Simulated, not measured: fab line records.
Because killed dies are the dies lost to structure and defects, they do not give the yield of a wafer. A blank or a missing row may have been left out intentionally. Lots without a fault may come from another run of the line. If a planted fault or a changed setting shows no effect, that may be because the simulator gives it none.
A lot that was struck, set against a sound lot	flow n5 finfet	25 out of 1938 route steps
Sound: these wafers, L621.1, L621.3, L621.4. Wafers struck: L627.1, L627.4, L627.6. The cause comes at the end.
For every step that has rows: the tool of each side, followed by ch and its chambers, followed by its first start. Under that, the readings that differ: sound wafers	struck wafers	difference of the means	sigmas: that difference in standard deviations of wafers without a fault.
alike: a reading whose means differ by less than 2 such deviations, as well as words and numbers matching on both sides. not compared: withheld readings; readings where some wafer has no value; bounds like >300 that might hide an equal value; numbers whose values overlap and for which the record gives no deviation.
A row with sigmas, a row that says differs or no value, or rows on one side alone: a step with any of these is where the two part. When numbers do not overlap yet have no deviation, they are printed without sigmas and do not part them. A reading that every wafer of one side lacks parts them only if that side has two wafers or more.

first, 11 steps without rows for these wafers: N5_BEOL_M4_ETCH_74 (etches underlayer in N2/H2, target depth 6.5 nm, time 5.2 s); N5_BEOL_M4_ETCH_63 (etches SiARC in CF4, target depth 15.6 nm, time 26 s); N5_BEOL_M4_ETCH_64 (etches SOC in N2/H2, target depth 75 nm, overetch 22.5 nm, time 121.9 s); N5_BEOL_M4_STRIP_65 (strips in N2/H2); N5_BEOL_M4_STRIP_75 (strips in N2/H2); N5_BEOL_M4_STRIP_66 (strips in CF4); N5_BEOL_M4_HM_OPEN_17 (chemistry Cl2/BCl3, target TiN, target depth 20 nm, overetch 6 nm); N5_BEOL_M4_STRIP_19 (strips in O2); N5_BEOL_M4_COAT_67 (time 60 s, resist thk 60 nm); N5_BEOL_M4_COAT_68 (time 60 s, resist thk 12 nm); N5_BEOL_M4_COAT_76 (time 60 s, resist thk 5 nm).
N5_BEOL_M4_COAT_22: resist thk 30 nm.
  sound on litho track-02 ch 0, day 8 21:40; struck on litho track-02 ch 0, day 9 17:41
reading	sound	struck	difference	sigmas
spin speed rpm (rpm)	1500.3 1501.2 1499.2	1703.8 1705.7 1706.4	+205.1	+99 or more
model.CAR-EUV_of_BEOL_M4_COAT_22.thk nm (nm)	30 30 30	28.2 28.2 28.2	-1.8	
then, 9 steps without rows for these wafers: N5_BEOL_M4_EBR_24; N5_BEOL_M4_SOFTBAKE_23 (time 60 s); N5_BEOL_M4_EXPOSE_25 (exposes mask V3, defocus 5 nm); N5_BEOL_M4_PEB_26 (peb time 60 s); N5_BEOL_M4_DEVELOP_27 (develop time 30 s); N5_BEOL_M4_DESCUM_33 (chemistry O2, time 7 s); N5_BEOL_M4_ETCH_77 (etches underlayer in N2/H2, target depth 6.5 nm, time 5.2 s); N5_BEOL_M4_ETCH_69 (etches SiARC in CF4, target depth 15.6 nm, time 26 s); N5_BEOL_M4_ALD_98 (deposits SiO2, target thk 2.5 nm, pulse time 1 s, co reactant pulse time 1 s).
N5_BEOL_M4_ETCHBACK_99: etches SiO2 in CHF3, target depth 5 nm, time 10.4 s.
  sound on rie diel-02 ch 0,1,2, day 8 23:25; struck on rie diel-05 ch 1,2, day 9 19:40
reading	sound	struck	difference	sigmas
model.CAR-EUV_of_BEOL_M4_COAT_22.thk nm (nm)	10.4 10.4 10.4	8.6 8.8 8.6	-1.7	
  alike: drypump motor current A, oes product au, rf vpp V, showerhead plenum p Torr, throttle valve pct
  not compared: rf hours counter h
then, 1 step without rows for these wafers: N5_BEOL_M4_ETCH_70 (etches SOC in N2/H2, target depth 80 nm, overetch 24 nm, time 130 s).
N5_BEOL_M4_RC_MEAS_101:
  sound on prober-02 ch 0, day 9 04:22; struck on prober-01 ch 0, day 10 03:18
  alike: DIBL_N, DIBL_P, IOFF_N, IOFF_P, ION_N, ION_P, SS_N, SS_P, VT_N, VT_P
-- here the record skips 5 days between the struck wafers' starts before and after, leaving off in module BEOL_M4 and picking up in module PASSIVATION (first step shown: number 1936 of the route) --
N5_PASSIVATION_PROBE_49:
  sound: prober-02 at day 13 19:44; struck: prober-01 at day 14 21:31
  alike: defect limited yield, killed_at_M0_to_M3, killed_at_M4_up, killed at contacts, killed at front end, killed at other, killed dies, killed open, killed short, sort_bin_5_function, sort_bin_6_memory, sort_bin_8_speed, sort n pass, sort yield pct

WHERE THEY PART
Only at N5_BEOL_M4_COAT_22, as far as this record shows. Later steps at which nothing parts them and some readings are alike: N5_BEOL_M4_ETCHBACK_99, N5_BEOL_M4_RC_MEAS_101, N5_PASSIVATION_PROBE_49.

WHY: what had been put in by the simulator
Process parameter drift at N5_BEOL_M4_COAT_22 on litho track-02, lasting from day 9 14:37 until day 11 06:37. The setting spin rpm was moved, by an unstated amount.
